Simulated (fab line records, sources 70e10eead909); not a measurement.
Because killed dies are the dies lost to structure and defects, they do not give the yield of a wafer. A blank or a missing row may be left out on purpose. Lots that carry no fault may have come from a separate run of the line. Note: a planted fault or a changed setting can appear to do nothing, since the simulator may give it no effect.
Code-filled problem report in 8D (eight disciplines) form ; flow nandHarc ; the parts of the form that need people (team, actions taken, sign-off) are left out

1. WHAT WENT WRONG
NHARC_A_CONTACT_ETCH_91, runLengthS: mean 73.4 s over 1 wafer from 1 lot; wafers with no fault: 106.9 s, standard deviation 0.44. That puts it -76 standard deviations away from the usual mean.
The step: etches the open film in CH3F/O2, target depth 40 nm, time 85.7 s.
First seen on wafer L472.1, day 23 11:28, on rieDiel-06. Wafers with a number at this step in the record: 36, from 12 lots. By rule, "out" or "out of limits" means more than 4 standard deviations away from the usual mean. All remaining wafers that have a number are taken as sound.

2. WHAT IT IS AND WHAT IT IS NOT
question;is;is not
which readings at this step;runLengthS;drypumpMotorCurrentA, oesProductAu, rfVppV, showerheadPlenumPTorr, throttleValvePct
which lots;L472;L458, L459, L460, L461, L463, L464, L465, L466, L470, L471, L477
which wafers of those lots;L472.1;L472.2, L472.6
read on which tools;rieDiel-06;rieDiel-04, rieDiel-05
when;from day 23 11:28;up to then (35 sound wafers)

3. WHAT RULES OUT EACH SUSPECT
Counting: any tool at a process step up to the reading remains a suspect provided it ran every lot that is out. Sound lots after the first of them don't rule it out here, since some wafers of a struck lot are sound.
- harCapEtch-02 at NHARC_A_CONTACT_ETCH_124 (etches the open film in C4F8/O2/Ar, time 140 s, target depth 700 nm): kept. L472, the lot that is out, went through it at day 23 09:32; up to then, the latest sound lot through it was L477 at day 23 05:10.
- harCapEtch-02 at NHARC_A_CONTACT_ETCH_125 (etches the open film in C4F8/O2/Ar, time 155 s, target depth 956 nm): kept. L472, the lot that is out, went through it at day 23 09:44; up to then, the latest sound lot through it was L477 at day 23 05:20.
- rieDiel-06 at NHARC_A_CONTACT_ETCH_91 (etches the open film in CH3F/O2, target depth 40 nm, time 85.7 s): kept. L472, the lot that is out, went through it at day 23 11:28; up to then, the latest sound lot through it was L477 at day 23 07:01. On those wafers its own readings are out: runLengthS.
- In rieDiel-06 at NHARC_A_CONTACT_ETCH_91, the wafers that are out were processed in chamber 0 and their sound lot-mates in chambers 2, 3.
harCapEtch-02 at NHARC_A_CONTACT_ETCH_124, harCapEtch-02 at NHARC_A_CONTACT_ETCH_125 and rieDiel-06 at NHARC_A_CONTACT_ETCH_91 are what is left after counting.

4. THE CAUSE (what the simulator had put in)
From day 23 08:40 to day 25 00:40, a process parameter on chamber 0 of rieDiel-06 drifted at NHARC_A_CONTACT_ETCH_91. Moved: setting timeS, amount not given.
After counting, 3 suspects remain, this tool included.

5. THE CHAIN OF EFFECTS, in route order
Each row: a reading whose mean over the struck wafers that have a number lies more than 3 standard deviations from the usual. Scope: only readings with a usual standard deviation given in the record; hours: median across lots of the time from each lot's start at the first step in this table that gives one to its start at this step; sigmas: change in usual standard deviations.
hours;step;reading;usual;on struck wafers;change;sigmas
0;NHARC_A_CONTACT_ETCH_91;runLengthS;106.9 s;73.4;-33.5;-76
It contains these process steps:
- NHARC_A_CONTACT_ETCH_91: etches the open film in CH3F/O2, target depth 40 nm, time 85.7 s.

6. HOW IT WOULD HAVE BEEN CAUGHT EARLIER
The fault began at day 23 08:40; the first out-of-limits reading in this record came at day 23 11:28, 3 hours later.
